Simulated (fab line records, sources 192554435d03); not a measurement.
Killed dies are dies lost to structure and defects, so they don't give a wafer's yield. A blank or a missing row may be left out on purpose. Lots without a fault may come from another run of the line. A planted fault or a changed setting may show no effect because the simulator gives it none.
Split-lot experiment | flow n5_finfet | 7 lots, 21 wafers read, on a route of 1938 steps

THE SPLIT
At N5_HKMG_FIN_ETCH_58 (etches SOC in N2/H2, target depth 215.8 nm, time 741 s), the setting source_w was moved away from the recipe's 875 W on 9 of the 21 wafers read, by -8.6% to +13.3%. The other wafers ran this setting at the recipe's value.

The reading is taken at the split's own step.

THE READING
rf_vpp_V, in V, at N5_HKMG_FIN_ETCH_58 (etches SOC in N2/H2, target depth 215.8 nm, time 741 s). Fault-free wafers of this fab line usually give 99.0 V, standard deviation 0.88 V.

wafer  | tool, chamber at the split | source_w as run, W | against the recipe | rf_vpp_V, V | against lot-mates on the recipe
L077.3 | rie_diel-05, 0             | 960.7              | +9.8%              | 95.2        | -3.7
L077.4 | rie_diel-05, 2             | 875                | recipe             | 98.9        | -
L077.5 | rie_diel-05, 3             | 960.7              | +9.8%              | 96.2        | -2.7
L079.1 | rie_diel-06, 2             | 875                | recipe             | 98.6        | -
L079.3 | rie_diel-06, 3             | 991.8              | +13.3%             | 93.5        | -4.8
L079.5 | rie_diel-06, 2             | 875                | recipe             | 98.1        | -
L080.2 | rie_diel-04, 3             | 875                | recipe             | 99.6        | -
L080.5 | rie_diel-04, 0             | 833.1              | -4.8%              | 100.7       | +1.1
L080.6 | rie_diel-04, 3             | 833.1              | -4.8%              | 101.7       | +2.1
L085.1 | rie_diel-05, 3             | 875                | recipe             | 99.5        | -
L085.5 | rie_diel-05, 0             | 875                | recipe             | 98.7        | -
L085.6 | rie_diel-05, 3             | 875                | recipe             | 99.2        | -
L088.2 | rie_diel-06, 1             | 875                | recipe             | 99.1        | -
L088.3 | rie_diel-06, 3             | 817.1              | -6.6%              | 101.0       | +1.9
L088.6 | rie_diel-06, 3             | 817.1              | -6.6%              | 101.5       | +2.4
L092.1 | rie_diel-06, 3             | 875                | recipe             | 99.1        | -
L092.2 | rie_diel-06, 2             | 800.1              | -8.6%              | 101.3       | +2.2
L092.3 | rie_diel-06, 0             | 800.1              | -8.6%              | 103.8       | +4.7
L095.1 | rie_diel-06, 1             | 875                | recipe             | 98.5        | -
L095.3 | rie_diel-06, 0             | 875                | recipe             | 99.3        | -
L095.6 | rie_diel-06, 0             | 875                | recipe             | 99.7        | -

THE FIT
A straight line over all 21 wafers: rf_vpp_V changes by -0.383 V for each +1% of source_w; r = -0.96; the points scatter about the line by 0.64 V.
The same after taking each lot's own level away (the mean of its wafers on the recipe; 21 wafers): -0.354 V for each +1%; r = -0.96; scatter 0.56 V.
On that fit, the largest move of source_w shifts the reading by 4.7 V.
The lots' own levels span 98.35 to 99.60 V, that is 1.4 times the standard deviation above.
So the lot-to-lot level changes the slope little: the two slopes agree.
Check: with one of the wafers moved furthest among these (+13.3%) left out of the fit, the line predicts -4.61 V for it against its lot-mates. It came out at -4.85 V against them.
Tool readings at the split's step, against how far the setting was moved: rf_vpp_V r = -0.96.

OTHER SPLITS ON THESE WAFERS
These wafers also went through other splits before the reading. Each is held against what the fit with the lots' levels taken away leaves over:
other split on the same wafers   | wafers away from the commonest value | r with rf_vpp_V (lot level and that fit taken away)
N5_HKMG_FIN_HK_ALD_01 ald_cycles | 5                                    | +0.15

THE WHOLE CHAIN: every reading that the file lists as answering this split, in the file's order
step                | what it does                                           | reading                                                                         | change (the file's fit)              | r (the file's)
N5_HKMG_FIN_ETCH_58 | etches SOC in N2/H2, target depth 215.8 nm, time 741 s | rf_vpp_V                                                                        | -0.357 V for each +1% of the setting | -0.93
N5_HKMG_FIN_ETCH_58 | etches SOC in N2/H2, target depth 215.8 nm, time 741 s | SOC_of_HKMG_FIN_COAT_41.thk_nm (the simulator's own value, which no gauge read) | -1.95 nm for each +1% of the setting | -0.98
N5_HKMG_FIN_ETCH_58 | etches SOC in N2/H2, target depth 215.8 nm, time 741 s | etch.depth_nm (the simulator's own value, which no gauge read)                  | +1.91 nm for each +1% of the setting | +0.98
N5_HKMG_FIN_ETCH_58 | etches SOC in N2/H2, target depth 215.8 nm, time 741 s | HKMG_FIN.feature_depth_nm (the simulator's own value, which no gauge read)      | +1.9 nm for each +1% of the setting  | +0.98

THE FILE'S OWN FIT
rf_vpp_V changes by -0.357 V for each +1% of source_w, r = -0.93.
